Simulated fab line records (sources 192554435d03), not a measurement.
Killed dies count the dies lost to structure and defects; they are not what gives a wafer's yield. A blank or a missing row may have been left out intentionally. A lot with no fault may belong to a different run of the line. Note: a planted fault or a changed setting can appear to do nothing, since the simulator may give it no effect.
Chamber matching :: flow n5_finfet :: 4 sister chambers for N5_BEOL_M0_SAQP_MANDREL_ETCH_20 on rie_si-05
The step etches a-Si in HBr/Cl2, stops on SiNx, target depth 60 nm, bt time 10 s, time 30 s. 4 wafers are shown with their chamber, then 8 later ones without.

## WAFERS WITH THEIR CHAMBER
wafer: L087.3
chamber: 0
throttle_valve_pct (%): 35.6

wafer: L087.6
chamber: 1
throttle_valve_pct (%): 35.5

wafer: L088.6
chamber: 2
throttle_valve_pct (%): 35.9

wafer: L093.1
chamber: 3
throttle_valve_pct (%): 35.9

## WAFERS WHOSE CHAMBER IS MISSING
wafer: L093.2
throttle_valve_pct (%): 35.6

wafer: L093.3
throttle_valve_pct (%): 36.0

wafer: L093.4
throttle_valve_pct (%): 35.5

wafer: L093.5
throttle_valve_pct (%): 35.9

wafer: L093.6
throttle_valve_pct (%): 35.5

wafer: L096.2
throttle_valve_pct (%): 35.6

wafer: L096.3
throttle_valve_pct (%): 35.9

wafer: L096.6
throttle_valve_pct (%): 35.5

## WHICH CHAMBER EACH ONE RAN IN
wafer: L093.2
from the rows above: 0
in truth: 0

wafer: L093.3
from the rows above: can't be placed: 2 or 3
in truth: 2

wafer: L093.4
from the rows above: 1
in truth: 1

wafer: L093.5
from the rows above: can't be placed: 2 or 3
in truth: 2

wafer: L093.6
from the rows above: 1
in truth: 1

wafer: L096.2
from the rows above: 0
in truth: 0

wafer: L096.3
from the rows above: can't be placed: 2 or 3
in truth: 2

wafer: L096.6
from the rows above: 1
in truth: 1
Correct placement for 5 of the 8. Unplaceable from these rows: 3, with the true chamber sitting among the candidates in 3. Wrongly placed: 0.
How it was worked out, from the rows above alone: a wafer's distance from a chamber is the root of the sum, over the readings, of the square of ((its reading less the chamber's mean) divided by the reading's scatter). If the next closest chamber is less than 2 further off than the closest, the wafer can't be placed; otherwise it belongs to the closest. Each chamber's mean is taken over the wafers shown for it. The scatter: root of mean squared gap, hidden wafer to nearest shown wafer, with one shown wafer a chamber.
